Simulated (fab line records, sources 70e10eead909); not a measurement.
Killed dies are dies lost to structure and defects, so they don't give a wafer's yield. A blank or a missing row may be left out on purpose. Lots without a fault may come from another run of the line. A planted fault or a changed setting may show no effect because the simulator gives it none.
A struck lot beside a sound one | flow nand_harc | 14 steps out of a route of 1302
Sound: wafers L480.1, L480.5, L480.6. Struck: wafer L488.4. (L488.5, L488.6 of the same lot were not struck and are left out.) The cause comes at the end.
At each step with rows: each side's tool, then ch and its chambers, then its first start. Under that, the readings that differ: sound wafers | struck wafers | difference of the means | sigmas: that difference in standard deviations of wafers without a fault.
alike: readings whose means differ by less than 2 such deviations, and words and numbers that are the same on both sides. not compared: withheld readings, readings that some wafer has no value for, bounds like >300 that may hide the same value, and numbers for which the record gives no deviation and whose values overlap.
The two part at a step that has a row with sigmas, a row that says differs or no value, or rows on one side only. Numbers that don't overlap but have no deviation are shown without sigmas and don't part them. A reading that every wafer of one side lacks parts them only if that side has two wafers or more.

first, 1 step without rows for these wafers: NHARC_A_CONTACT_ETCH_118 (etches the open film in C4F8/O2/Ar, time 190 s, target depth 1850 nm).
NHARC_A_CONTACT_ETCH_119: etches the open film in C4F8/O2/Ar, time 190 s, target depth 1850 nm.
  sound on har_cap_etch-03 ch 0,1, day 26 05:01; struck on har_cap_etch-02 ch 1, day 30 19:10
  not compared: rf_hours_counter_h
NHARC_A_CONTACT_ETCH_120: etches the open film in C4F8/O2/Ar, time 190 s, target depth 1850 nm.
  sound on har_cap_etch-03 ch 0,1, day 26 05:11; struck on har_cap_etch-02 ch 1, day 30 19:20
  not compared: rf_hours_counter_h
NHARC_A_CONTACT_ETCH_121: etches the open film in C4F8/O2/Ar, time 190 s, target depth 1850 nm.
  sound on har_cap_etch-03 ch 0,1, day 26 05:22; struck on har_cap_etch-02 ch 1, day 30 19:31
  not compared: rf_hours_counter_h
then, 2 steps without rows for these wafers: NHARC_A_CONTACT_ETCH_122 (etches the open film in C4F8/O2/Ar, time 190 s, target depth 1850 nm); NHARC_A_CONTACT_ETCH_123 (etches the open film in C4F8/O2/Ar, time 490 s, target depth 2110 nm).
NHARC_A_CONTACT_ETCH_90: etches the open film in CH3F/O2, target depth 40 nm, time 85.7 s.
  sound on rie_diel-12 ch 1,2, day 26 06:39; struck on rie_diel-07 ch 0, day 30 20:45
  alike: drypump_motor_current_A, oes_product_au, rf_fwd_power_W, rf_vpp_V, showerhead_plenum_p_Torr, throttle_valve_pct
  not compared: rf_hours_counter_h
NHARC_A_CONTACT_ETCH_96: etches the open film in C4F6/O2, target depth 20 nm, time 10 s.
  sound on rie_diel-12 ch 0,1,2; struck on rie_diel-07 ch 0
  reading               | sound             | struck | difference | sigmas
  oes_product_au (a.u.) | 0.934 0.950 0.942 | 1.013  | +0.071     | +3
  alike: drypump_motor_current_A, rf_fwd_power_W, rf_vpp_V, showerhead_plenum_p_Torr, throttle_valve_pct
  not compared: rf_hours_counter_h
NHARC_A_CONTACT_CD_MEAS_53:
  sound on cd_sem-02, day 26 06:53; struck on cd_sem-02, day 30 20:59
  alike: cd_nm
then, 3 steps without rows for these wafers: NHARC_A_CONTACT_STRIP_99 (strips in N2/H2); NHARC_A_CONTACT_STRIP_100 (strips in CF4/CHF3); NHARC_A_CONTACT_STRIP_101 (strips in O2/COS).
NHARC_A_CONTACT_ETCH_102: etches the open film in CF4/O2, target depth 100 nm, overetch 10 nm, time 55 s.
  sound on rie_diel-12 ch 1,2, day 26 07:11; struck on rie_diel-12 ch 2, day 30 21:26
  reading               | sound             | struck | difference | sigmas
  oes_product_au (a.u.) | 0.997 0.993 0.996 | 0.933  | -0.062     | -8
  alike: drypump_motor_current_A, rf_fwd_power_W, rf_vpp_V, showerhead_plenum_p_Torr, throttle_valve_pct
  not compared: rf_hours_counter_h
then, 1 step without rows for these wafers: NHARC_A_CONTACT_STRIP_55 (strips in O2).

WHERE THEY PART
First at NHARC_A_CONTACT_ETCH_96; last, within this record, at NHARC_A_CONTACT_ETCH_102.

WHY: what the simulator had put in
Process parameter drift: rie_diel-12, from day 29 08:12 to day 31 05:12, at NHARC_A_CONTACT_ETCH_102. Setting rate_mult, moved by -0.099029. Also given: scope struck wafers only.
